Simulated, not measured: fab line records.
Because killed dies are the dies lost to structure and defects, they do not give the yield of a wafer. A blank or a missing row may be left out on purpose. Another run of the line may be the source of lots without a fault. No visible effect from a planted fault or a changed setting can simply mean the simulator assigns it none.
Chamber matching | flow n5Finfet | N5_FIN_CUT_DESCUM_13 on rieDiel-02: 4 sister chambers
The step chemistry O2, time 7 s. 18 wafers are shown with their chamber, then 9 later ones without.

== WAFERS, EACH WITH ITS CHAMBER ==
wafer  | chamber | drypumpMotorCurrentA (A) | showerheadPlenumPTorr (Torr) | throttleValvePct (%)
L074.2 | 1       | 5.6                      | 2.02                         | 20.65
L074.5 | 2       | 6.0                      | 2.06                         | 20.39
L074.6 | 3       | 5.9                      | 2.02                         | 20.32
L080.3 | 3       | 5.9                      | 2.02                         | 20.33
L080.5 | 0       | 4.8                      | 2.16                         | 20.77
L080.6 | 3       | 5.9                      | 2.02                         | 20.33
L082.1 | 2       | 6.1                      | 2.05                         | 20.41
L082.3 | 3       | 5.9                      | 2.02                         | 20.34
L082.4 | 1       | 5.6                      | 2.02                         | 20.65
L083.1 | 3       | 5.9                      | 2.01                         | 20.35
L083.4 | 1       | 5.6                      | 2.02                         | 20.67
L083.6 | 0       | 4.8                      | 2.16                         | 20.76
L087.2 | 3       | 5.9                      | 2.01                         | 20.35
L087.3 | 1       | 5.6                      | 2.01                         | 20.68
L087.5 | 2       | 6.1                      | 2.05                         | 20.44
L088.2 | 0       | 4.8                      | 2.16                         | 20.77
L088.4 | 0       | 4.8                      | 2.16                         | 20.79
L088.5 | 0       | 4.8                      | 2.16                         | 20.78

SIGNATURES, as means of the wafers listed above
reading               | chamber 0 | chamber 1 | chamber 2 | chamber 3 | scatter within a chamber
drypumpMotorCurrentA  | 4.800     | 5.600     | 6.067     | 5.900     | 0.0218
showerheadPlenumPTorr | 2.1600    | 2.0175    | 2.0533    | 2.0167    | 0.00443
throttleValvePct      | 20.7740   | 20.6625   | 20.4133   | 20.3367   | 0.0151
Rule: a wafer's distance from a chamber is the root of the sum, over the readings, of the square of ((its reading less the chamber's mean) divided by the reading's scatter). The wafer belongs to the nearest chamber; if the next one is less than 2 further off, it can't be placed. The scatter: take each reading less its chamber's mean, square it, sum over the shown wafers, divide by the number of wafers less the number of chambers, and take the root.

== WAFERS WHOSE CHAMBER IS MISSING ==
wafer  | drypumpMotorCurrentA (A) | showerheadPlenumPTorr (Torr) | throttleValvePct (%)
L093.1 | 4.8                      | 2.15                         | 20.78
L093.3 | 6.1                      | 2.04                         | 20.45
L093.5 | 6.1                      | 2.04                         | 20.44
L095.1 | 5.6                      | 2.01                         | 20.70
L095.2 | 5.9                      | 2.01                         | 20.38
L095.4 | 6.0                      | 2.04                         | 20.45
L096.1 | 4.8                      | 2.15                         | 20.79
L096.2 | 5.6                      | 2.01                         | 20.68
L096.3 | 5.9                      | 2.01                         | 20.38

== WHICH CHAMBER EACH ONE RAN IN ==
wafer  | from the rows above | in truth
L093.1 | 0                   | 0
L093.3 | 2                   | 2
L093.5 | 2                   | 2
L095.1 | 1                   | 1
L095.2 | 3                   | 3
L095.4 | 2                   | 2
L096.1 | 0                   | 0
L096.2 | 1                   | 1
L096.3 | 3                   | 3
Placed correctly: 9 of 9. From these rows, 0 cannot be placed. Number placed wrongly: 0.
